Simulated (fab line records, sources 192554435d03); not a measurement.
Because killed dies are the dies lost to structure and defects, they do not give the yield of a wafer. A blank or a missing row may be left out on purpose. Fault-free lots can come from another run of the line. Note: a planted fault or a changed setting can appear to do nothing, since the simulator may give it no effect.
A lot that was struck, set against a sound lot	flow n5 finfet	14 out of 1938 route steps
Sound: these wafers, L193.3, L193.5, L193.6. Struck: wafers L202.1, L202.4 (left out: L202.2, a lot-mate that was not struck); the cause follows at the end.
Each step with rows lists, per side, the tool, then ch with its chambers, then its first start. Under that, the readings that differ: sound wafers	struck wafers	difference of the means	sigmas: that difference in standard deviations of wafers without a fault.
alike: words and numbers the same on both sides, and readings whose means are apart by under 2 such deviations; not compared: readings that were withheld, readings missing a value for some wafer, numbers with overlapping values and no deviation given by the record, and bounds like >300 which may hide the same value.
The two part at a step that has a row with sigmas, a row that says differs or no value, or rows on one side only. Numbers that don't overlap but have no deviation are shown without sigmas and don't part them. Lack of a reading on every wafer of one side parts them only where that side has two or more wafers.

N5_BEOL_M13_TRENCH_ETCH_34: etches SiOC in C4F8/O2/Ar, target depth 413.47 nm, time 162.6 s.
  sound on rie diel-06 ch 0,1,2, day 13 08:02; struck on rie diel-01 ch 0,3, day 15 07:19
reading	sound	struck	difference	sigmas
he outer torr (Torr)	30.05 29.93 29.81	30.06 30.11	+0.16	+2
  alike: drypump motor current A, oes product au, rf vpp V, showerhead plenum p Torr, throttle valve pct
  not compared: rf hours counter h
then, 1 step without rows for these wafers: N5_BEOL_M13_STRIP_70 (strips in C4F8/O2/Ar).
N5_BEOL_M13_OCD_MEAS_35:
  sound on ocd-02, day 13 08:13; struck on ocd-02, day 15 07:29
  alike: trench depth nm
then, 1 step without rows for these wafers: N5_BEOL_M13_STRIP_37 (strips in N2/H2).
N5_BEOL_M13_ETCH_38: etches SiCN in CF4/N2, target depth 67.5 nm, time 71.9 s.
  sound on rie diel-01 ch 0,2,3, day 13 08:40; struck on rie diel-06 ch 2, day 15 08:27
  alike: drypump motor current A, oes product au, rf vpp V, showerhead plenum p Torr, throttle valve pct
  not compared: rf hours counter h
then, 2 steps without rows for these wafers: N5_BEOL_M13_PRECLEAN_39 (cleans in residue remover, time 60 s); N5_BEOL_M13_SRD_40 (time 30 s, dry time 30 s).
N5_BEOL_M13_DEGAS_41: time 60 s.
  sound on pvd sputter-02, day 13 09:14; struck on pvd sputter-02, day 15 08:39
  alike: heater power w
then, 1 step without rows for these wafers: N5_BEOL_M13_PRE_CLEAN_42 (time 30 s).
N5_BEOL_M13_SPUTTER_43: material TaN, target thk 15 nm, time 24.19 s.
  sound on pvd sputter-02, day 13 09:19; struck on pvd sputter-02, day 15 08:44
  alike: throttle valve pct
N5_BEOL_M13_SPUTTER_44: material Ta, target thk 10 nm, time 16.13 s.
  sound on pvd sputter-02, day 13 09:23; struck on pvd sputter-02, day 15 08:49
  alike: throttle valve pct
then, 1 step without rows for these wafers: N5_BEOL_M13_SPUTTER_45 (material Cu, target thk 80 nm, time 13.33 s).
N5_BEOL_M13_ECD_47: material Cu, target thk 936 nm.
  sound on ecd cu-01 ch 0,1, day 13 09:38; struck on ecd cu-01 ch 0,1, day 15 09:01
reading	sound	struck	difference	sigmas
model.Cu_of_BEOL_M13_ECD_47.thk nm (nm)	923.6 926.6 934.6	1290 1285	+359	
then, 1 step without rows for these wafers: N5_BEOL_M13_ANNEAL_48 (time 90 s).

## WHERE THEY PART
At N5_BEOL_M13_TRENCH_ETCH_34 and nowhere else, as far as this record goes. Later steps at which nothing parts them and some readings are alike: N5_BEOL_M13_OCD_MEAS_35, N5_BEOL_M13_ETCH_38, N5_BEOL_M13_DEGAS_41, N5_BEOL_M13_SPUTTER_43, N5_BEOL_M13_SPUTTER_44.

WHY: the cause the simulator had injected
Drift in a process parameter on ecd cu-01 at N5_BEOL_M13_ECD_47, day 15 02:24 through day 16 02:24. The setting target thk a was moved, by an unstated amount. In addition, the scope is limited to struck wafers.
